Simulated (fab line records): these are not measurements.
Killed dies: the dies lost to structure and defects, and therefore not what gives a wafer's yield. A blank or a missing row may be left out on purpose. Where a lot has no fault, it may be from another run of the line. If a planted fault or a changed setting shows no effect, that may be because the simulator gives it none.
Matching of chambers / flow nandHarc / rieDiel-13 running NHARC_A_CHANNEL_FILL_D1_STRIP_28: 4 sister chambers
The step strips in O2, time 20 s. 8 wafers are shown with their chamber, then 10 later ones without.

== WAFERS PAIRED WITH THEIR CHAMBERS ==
wafer=L082.3; chamber=3; drypumpMotorCurrentA (A)=5.79; oesProductAu (a.u.)=1.001
wafer=L088.4; chamber=3; drypumpMotorCurrentA (A)=5.80; oesProductAu (a.u.)=0.993
wafer=L088.5; chamber=2; drypumpMotorCurrentA (A)=5.70; oesProductAu (a.u.)=1.011
wafer=L088.6; chamber=1; drypumpMotorCurrentA (A)=5.16; oesProductAu (a.u.)=0.991
wafer=L086.1; chamber=1; drypumpMotorCurrentA (A)=5.14; oesProductAu (a.u.)=1.002
wafer=L086.5; chamber=0; drypumpMotorCurrentA (A)=5.62; oesProductAu (a.u.)=1.005
wafer=L090.1; chamber=2; drypumpMotorCurrentA (A)=5.68; oesProductAu (a.u.)=1.015
wafer=L090.2; chamber=0; drypumpMotorCurrentA (A)=5.64; oesProductAu (a.u.)=1.005

== WAFERS WITH NO CHAMBER GIVEN ==
wafer=L090.4; drypumpMotorCurrentA (A)=5.77; oesProductAu (a.u.)=0.989
wafer=L091.2; drypumpMotorCurrentA (A)=5.68; oesProductAu (a.u.)=1.004
wafer=L091.3; drypumpMotorCurrentA (A)=5.80; oesProductAu (a.u.)=0.970
wafer=L091.6; drypumpMotorCurrentA (A)=5.70; oesProductAu (a.u.)=1.005
wafer=L093.3; drypumpMotorCurrentA (A)=5.64; oesProductAu (a.u.)=0.998
wafer=L093.5; drypumpMotorCurrentA (A)=5.63; oesProductAu (a.u.)=1.003
wafer=L093.6; drypumpMotorCurrentA (A)=5.18; oesProductAu (a.u.)=0.996
wafer=L095.3; drypumpMotorCurrentA (A)=5.63; oesProductAu (a.u.)=1.004
wafer=L095.5; drypumpMotorCurrentA (A)=5.13; oesProductAu (a.u.)=0.989
wafer=L095.6; drypumpMotorCurrentA (A)=5.63; oesProductAu (a.u.)=1.012

== EACH ONE'S CHAMBER ==
wafer=L090.4; from the rows above=3; in truth=3
wafer=L091.2; from the rows above=can't be placed: 2 or 0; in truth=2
wafer=L091.3; from the rows above=3; in truth=3
wafer=L091.6; from the rows above=2; in truth=2
wafer=L093.3; from the rows above=0; in truth=0
wafer=L093.5; from the rows above=0; in truth=0
wafer=L093.6; from the rows above=1; in truth=1
wafer=L095.3; from the rows above=0; in truth=0
wafer=L095.5; from the rows above=1; in truth=1
wafer=L095.6; from the rows above=0; in truth=0
Placed correctly: 9 of 10. Cannot be placed on the basis of these rows: 1; the candidates contain the true chamber in 1. Number placed wrongly: 0.
How it was worked out, from the rows above alone: a wafer's distance from a chamber is the root of the sum, over the readings, of the square of ((its reading less the chamber's mean) divided by the reading's scatter). The wafer belongs to the nearest chamber; if the next one is less than 2 further off, it can't be placed. Each chamber's mean is taken over the wafers shown for it. The scatter: the root of (the sum of the squares of (reading less its chamber's mean) over the shown wafers, divided by (wafers less chambers)).
